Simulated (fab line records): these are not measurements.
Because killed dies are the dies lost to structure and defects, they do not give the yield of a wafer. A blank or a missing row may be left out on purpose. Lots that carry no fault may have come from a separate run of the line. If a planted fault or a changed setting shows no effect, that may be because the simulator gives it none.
Struck lot and sound lot, side by side / flow n5 finfet / 45 steps out of a route of 1938
Sound: these wafers, L244.2, L244.4, L244.6. Wafers L235.3, L235.5 were the ones struck. The cause is given at the end.
Per side, at each step with rows, come the tool, then ch with its chambers, and then its first start. Under that, the readings that differ: sound wafers / struck wafers / difference of the means / sigmas: that difference in standard deviations of wafers without a fault.
alike: same words and numbers on both sides, and readings whose means sit less than 2 such deviations apart. not compared: any withheld reading, any reading some wafer has no value for, any bound like >300 that may hide the same value, and any number with overlapping values for which the record gives no deviation.
A row with sigmas, a row that says differs or no value, or rows on one side alone: a step with any of these is where the two part. When numbers do not overlap yet have no deviation, they are printed without sigmas and do not part them. A reading missing from all wafers of one side parts the sides only when that side holds two or more wafers.

first, 11 steps without rows for these wafers: N5_BEOL_M2_DESCUM_33 (chemistry O2, time 7 s); N5_BEOL_M2_ETCH_77 (etches underlayer in N2/H2, target depth 6.5 nm, time 5.2 s); N5_BEOL_M2_ETCH_69 (etches SiARC in CF4, target depth 15.6 nm, time 26 s); N5_BEOL_M2_ALD_98 (deposits SiO2, target thk 2.5 nm, pulse time 1 s, co reactant pulse time 1 s); N5_BEOL_M2_ETCHBACK_99 (etches SiO2 in CHF3, target depth 5 nm, time 10.4 s); N5_BEOL_M2_ETCH_70 (etches SOC in N2/H2, target depth 80 nm, overetch 24 nm, time 130 s); N5_BEOL_M2_STRIP_71 (strips in N2/H2); N5_BEOL_M2_STRIP_78 (strips in N2/H2); N5_BEOL_M2_VIA_ETCH_34 (etches the open film in C4F6/O2, target depth 69.4 nm, time 65.9 s); N5_BEOL_M2_STRIP_83 (strips in C4F6/O2); N5_BEOL_M2_STRIP_36 (strips in N2/H2).
N5_BEOL_M2_TRENCH_ETCH_37: etches SiOC in C4F6/O2, target depth 55.555 nm, time 29.2 s.
  sound on rie diel-02 ch 1,2, day 12 23:08; struck on rie diel-01 ch 1,3, day 10 02:58
reading=drypump motor current A (A); sound=5.6 4.8 4.8; struck=6.2 5.9; difference=+1.0; sigmas=+2
reading=model.BEOL_M2.feature depth nm (nm); sound=55.6 55.4 55.4; struck=46.6 47.8; difference=-8.3; sigmas=
reading=model.etch.depth nm (nm); sound=55.68 55.34 55.49; struck=46.68 47.73; difference=-8.30; sigmas=
  alike: C4F6_flow_sccm, oes product au, rf vpp V, showerhead plenum p Torr, throttle valve pct
  not compared: rf hours counter h, model.TiN_of_BEOL_M2_HM_DEP_02.thk nm
then, 2 steps without rows for these wafers: N5_BEOL_M2_ETCH_41 (etches SiCN in CH3F/O2, target depth 29.9 nm, time 52.5 s); N5_BEOL_M2_STRIP_97 (strips in N2/H2, time 10 s).
N5_BEOL_M2_OCD_MEAS_38:
  sound on ocd-02, day 12 23:17; struck on ocd-02, day 10 03:07
reading=trench depth nm (nm); sound=55.5 55.9 55.9; struck=47.1 47.6; difference=-8.4; sigmas=-13
then, 25 steps without rows for these wafers: N5_BEOL_M2_HM_STRIP_39 (strips TiN in peroxide tin strip, target depth 25 nm, time 158 s); N5_BEOL_M2_SRD_40 (time 30 s); N5_BEOL_M2_PRECLEAN_42 (cleans in residue remover, time 60 s); N5_BEOL_M2_SRD_43 (time 30 s); N5_BEOL_M2_DEGAS_44 (time 60 s); N5_BEOL_M2_PRE_CLEAN_45 (time 30 s); N5_BEOL_M2_ALD_84 (deposits TaN, pulse time 2 s, purge time 3 s, co reactant purge time 2 s); N5_BEOL_M2_SURFACE_TREAT_85; N5_BEOL_M2_CVD_47 (deposits Co from CCTBA/H2, target thk 3 nm, time 223.8 s); N5_BEOL_M2_SPUTTER_48 (material Cu, target thk 4.5 nm, time 8.29 s); N5_BEOL_M2_ANNEAL_49 (time 240 s); N5_BEOL_M2_SPUTTER_79 (material Cu, target thk 4.5 nm, time 8.29 s); N5_BEOL_M2_ANNEAL_80 (time 240 s); N5_BEOL_M2_SPUTTER_81 (material Cu, target thk 4.5 nm, time 8.29 s); N5_BEOL_M2_ANNEAL_82 (time 240 s); N5_BEOL_M2_SPUTTER_86 (material Cu, target thk 4.5 nm, time 8.29 s); N5_BEOL_M2_ANNEAL_87 (time 240 s); N5_BEOL_M2_SPUTTER_88 (material Cu, target thk 4.5 nm, time 8.29 s); N5_BEOL_M2_ANNEAL_89 (time 240 s); N5_BEOL_M2_SPUTTER_90 (material Cu, target thk 4.5 nm, time 8.29 s); N5_BEOL_M2_ANNEAL_91 (time 240 s); N5_BEOL_M2_SPUTTER_92 (material Cu, target thk 4.5 nm, time 8.29 s); N5_BEOL_M2_ANNEAL_93 (time 240 s); N5_BEOL_M2_SPUTTER_94 (material Cu, target thk 4.5 nm, time 8.29 s); N5_BEOL_M2_ANNEAL_95 (time 240 s).
N5_BEOL_M2_CMP_52: polishes, stops on SiOC, t overpolish 6.8 s, target thk 40 nm.
  sound on cmp-02 ch 0,2, day 13 02:40; struck on cmp-03 ch 0, day 10 06:38
reading=model.Cu_of_BEOL_M2_ECD_50.thk nm (nm); sound=39 39.8 40; struck=31.2 32.6; difference=-7.7; sigmas=
  alike: barrier field endpoint s, edge zone pressure frac, motor current A, overpolish run s, time to endpoint s
  not compared: pad life wafers
N5_BEOL_M2_THK_MEAS_53: measures by xrf.
  sound on film metro-02, day 13 02:58; struck on film metro-02, day 10 06:54
reading=M2_THK (nm); sound=38.5 39.2 39.5; struck=30.7 32.2; difference=-7.6; sigmas=-6
N5_BEOL_M2_RS_MEAS_58: measurement is done with a four-point probe.
  sound on film metro-01, day 13 03:13; struck on film metro-02, day 10 07:12
reading=M2_RS (ohm/sq); sound=0.689 0.673 0.666; struck=0.919 0.872; difference=+0.219; sigmas=+8
N5_BEOL_M4_RC_MEAS_101:
  sound on prober-01 ch 0, day 14 02:54; struck on prober-02 ch 0, day 11 04:13
reading=SERP_M2 (ohm/um); sound=184 182 167; struck=284 245; difference=+87; sigmas=+7
reading=SERP_M2_max_site (ohm/um); sound=189 189 176; struck=298 254; difference=+91; sigmas=+7
  alike: DIBL_N, DIBL_P, IOFF_N, IOFF_P, ION_N, ION_P, SS_N, SS_P, VT_N, VT_P
-- here the record skips 4 days between the struck wafers' starts before and after, leaving off in module BEOL_M4 and picking up in module PASSIVATION (first step shown: number 1936 of the route) --
N5_PASSIVATION_PROBE_49:
  sound on prober-02, day 18 14:23; struck on prober-02, day 15 15:31
  alike: defect limited yield, killed_at_M0_to_M3, killed_at_M4_up, killed at contacts, killed at front end, killed at other, killed dies, killed open, killed short, sort_bin_5_function, sort_bin_6_memory, sort n pass
  not compared: sort_bin_8_speed

WHERE THEY PART
Earliest at N5_BEOL_M2_TRENCH_ETCH_37; latest, in this record, at N5_BEOL_M4_RC_MEAS_101. Later steps at which nothing parts them and some readings are alike: N5_PASSIVATION_PROBE_49.

WHY: whatever the simulator had introduced
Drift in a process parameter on rie diel-01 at N5_BEOL_M2_TRENCH_ETCH_37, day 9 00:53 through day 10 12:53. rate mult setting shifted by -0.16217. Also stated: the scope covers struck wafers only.
